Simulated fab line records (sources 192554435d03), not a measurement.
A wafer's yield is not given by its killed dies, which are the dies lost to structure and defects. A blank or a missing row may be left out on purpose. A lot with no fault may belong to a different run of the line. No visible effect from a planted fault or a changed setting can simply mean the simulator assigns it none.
Chamber matching / flow n5_finfet / cvd_co-02 running N5_BEOL_M3_PRE_CLEAN_60: 3 sister chambers
The step time 15 s. 20 wafers are shown with their chamber, then 10 later ones without.

EACH WAFER AND ITS CHAMBER
wafer=L847.2; chamber=2; heater_power_w (W)=74
wafer=L847.4; chamber=1; heater_power_w (W)=113
wafer=L847.6; chamber=2; heater_power_w (W)=75
wafer=L848.1; chamber=0; heater_power_w (W)=116
wafer=L848.2; chamber=1; heater_power_w (W)=112
wafer=L848.4; chamber=1; heater_power_w (W)=115
wafer=L850.2; chamber=1; heater_power_w (W)=116
wafer=L850.4; chamber=2; heater_power_w (W)=73
wafer=L850.6; chamber=1; heater_power_w (W)=117
wafer=L851.3; chamber=0; heater_power_w (W)=118
wafer=L851.4; chamber=1; heater_power_w (W)=114
wafer=L851.6; chamber=2; heater_power_w (W)=76
wafer=L854.2; chamber=2; heater_power_w (W)=75
wafer=L854.4; chamber=1; heater_power_w (W)=115
wafer=L854.6; chamber=0; heater_power_w (W)=114
wafer=L855.1; chamber=1; heater_power_w (W)=115
wafer=L855.2; chamber=2; heater_power_w (W)=76
wafer=L855.3; chamber=0; heater_power_w (W)=115
wafer=L863.2; chamber=1; heater_power_w (W)=116
wafer=L863.5; chamber=0; heater_power_w (W)=117

SIGNATURES, as means of the wafers listed above
reading=heater_power_w; chamber 0=116.00; chamber 1=114.78; chamber 2=74.83; scatter within a chamber=1.46
Rule: for each reading, subtract the chamber's mean from the wafer's reading, divide by that reading's scatter and square the result; add these up over the readings and take the root, which gives the wafer's distance from the chamber. The wafer belongs to the nearest chamber; if the next one is less than 2 further off, it can't be placed. The scatter: the root of (the sum of the squares of (reading less its chamber's mean) over the shown wafers, divided by (wafers less chambers)).

WAFERS MISSING THEIR CHAMBER
wafer=L863.6; heater_power_w (W)=74
wafer=L864.1; heater_power_w (W)=76
wafer=L864.2; heater_power_w (W)=115
wafer=L864.4; heater_power_w (W)=75
wafer=L866.1; heater_power_w (W)=75
wafer=L866.5; heater_power_w (W)=120
wafer=L866.6; heater_power_w (W)=76
wafer=L869.1; heater_power_w (W)=77
wafer=L869.3; heater_power_w (W)=117
wafer=L869.5; heater_power_w (W)=118

WHICH CHAMBER EACH WENT THROUGH
wafer=L863.6; from the rows above=2; in truth=2
wafer=L864.1; from the rows above=2; in truth=2
wafer=L864.2; from the rows above=can't be placed: 1 or 0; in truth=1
wafer=L864.4; from the rows above=2; in truth=2
wafer=L866.1; from the rows above=2; in truth=2
wafer=L866.5; from the rows above=can't be placed: 0 or 1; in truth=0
wafer=L866.6; from the rows above=2; in truth=2
wafer=L869.1; from the rows above=2; in truth=2
wafer=L869.3; from the rows above=can't be placed: 0 or 1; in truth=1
wafer=L869.5; from the rows above=can't be placed: 0 or 1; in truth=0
Placed correctly: 6 of 10. Can't be placed from these rows: 4 (the true chamber is among the candidates in 4). Placed wrongly: 0.
